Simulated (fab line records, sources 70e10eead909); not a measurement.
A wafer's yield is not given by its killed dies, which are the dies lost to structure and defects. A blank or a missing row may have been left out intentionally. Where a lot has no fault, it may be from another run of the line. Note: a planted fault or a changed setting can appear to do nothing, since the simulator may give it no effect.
Chamber matching + flow nand harc + 4 sister chambers for NHARC_THIN_TSV_DESCUM_14 on rie diel-10
The step chemistry O2, time 3 s. 4 wafers are shown with their chamber, then 7 later ones without.

## WAFERS, EACH WITH ITS CHAMBER
| wafer  | chamber | drypump motor current A (A) |
|--------|---------|-----------------------------|
| L353.5 | 1       | 5.58                        |
| L354.5 | 0       | 5.08                        |
| L355.1 | 2       | 5.50                        |
| L355.3 | 3       | 5.68                        |

## WAFERS WITHOUT THEIR CHAMBER
| wafer  | drypump motor current A (A) |
|--------|-----------------------------|
| L355.4 | 5.06                        |
| L359.2 | 5.50                        |
| L359.4 | 5.62                        |
| L359.6 | 5.63                        |
| L369.3 | 5.59                        |
| L369.4 | 5.05                        |
| L369.5 | 5.61                        |

## EACH ONE'S CHAMBER
| wafer  | from the rows above     | in truth |
|--------|-------------------------|----------|
| L355.4 | 0                       | 0        |
| L359.2 | 2                       | 2        |
| L359.4 | can't be placed: 1 or 3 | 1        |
| L359.6 | can't be placed: 1 or 3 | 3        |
| L369.3 | 1                       | 1        |
| L369.4 | 0                       | 0        |
| L369.5 | can't be placed: 1 or 3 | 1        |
4 of 7 placed correctly. These rows do not allow placing 3 (true chamber among the candidates in 3). Placed wrongly: 0.
How it was worked out, from the rows above alone: a wafer's distance from a chamber is the root of the sum, over the readings, of the square of ((its reading less the chamber's mean) divided by the reading's scatter). If the next closest chamber is less than 2 further off than the closest, the wafer can't be placed; otherwise it belongs to the closest. For every chamber, the mean is computed from those of its wafers that are shown. The scatter (one wafer shown for each chamber): square how far every hidden wafer sits from the nearest shown wafer, average those squares and take the square root.
